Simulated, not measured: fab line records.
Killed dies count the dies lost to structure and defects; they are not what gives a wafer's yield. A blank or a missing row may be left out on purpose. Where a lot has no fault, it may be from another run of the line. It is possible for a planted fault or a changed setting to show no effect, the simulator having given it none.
Matching of chambers || flow nand harc || 4 sister chambers for NHARC_A_BONDPAD_ETCH_12 on rie diel-02
The step etches the open film in CHF3/O2, target depth 220 nm, time 110 s. 4 wafers are shown with their chamber, then 7 later ones without.

## WAFERS PAIRED WITH THEIR CHAMBERS
{"wafer": "L499.5", "chamber": 3, "drypump motor current A (A)": 6.5}
{"wafer": "L506.2", "chamber": 2, "drypump motor current A (A)": 5.9}
{"wafer": "L506.4", "chamber": 1, "drypump motor current A (A)": 6.0}
{"wafer": "L505.5", "chamber": 0, "drypump motor current A (A)": 6.2}

## WAFERS WHOSE CHAMBER IS MISSING
{"wafer": "L505.6", "drypump motor current A (A)": 6.1}
{"wafer": "L510.3", "drypump motor current A (A)": 6.1}
{"wafer": "L510.5", "drypump motor current A (A)": 6.2}
{"wafer": "L510.6", "drypump motor current A (A)": 6.0}
{"wafer": "L509.3", "drypump motor current A (A)": 5.9}
{"wafer": "L509.4", "drypump motor current A (A)": 6.2}
{"wafer": "L509.6", "drypump motor current A (A)": 6.2}

## WHICH CHAMBER EACH WENT THROUGH
{"wafer": "L505.6", "from the rows above": "can't be placed: 1 or 0 or 2", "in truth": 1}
{"wafer": "L510.3", "from the rows above": "can't be placed: 1 or 0 or 2", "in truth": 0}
{"wafer": "L510.5", "from the rows above": 0, "in truth": 0}
{"wafer": "L510.6", "from the rows above": "can't be placed: 1 or 2", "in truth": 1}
{"wafer": "L509.3", "from the rows above": "can't be placed: 2 or 1", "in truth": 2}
{"wafer": "L509.4", "from the rows above": 0, "in truth": 0}
{"wafer": "L509.6", "from the rows above": 0, "in truth": 0}
Placed correctly: 3 of 7. Cannot be placed on the basis of these rows: 4; the candidates contain the true chamber in 4. 0 placed wrongly.
How it was worked out, from the rows above alone: a wafer's distance from a chamber is the root of the sum, over the readings, of the square of ((its reading less the chamber's mean) divided by the reading's scatter). The wafer belongs to the nearest chamber; if the next one is less than 2 further off, it can't be placed. The mean given for a chamber averages the wafers shown for that chamber. The scatter: root of mean squared gap, hidden wafer to nearest shown wafer, with one shown wafer a chamber.
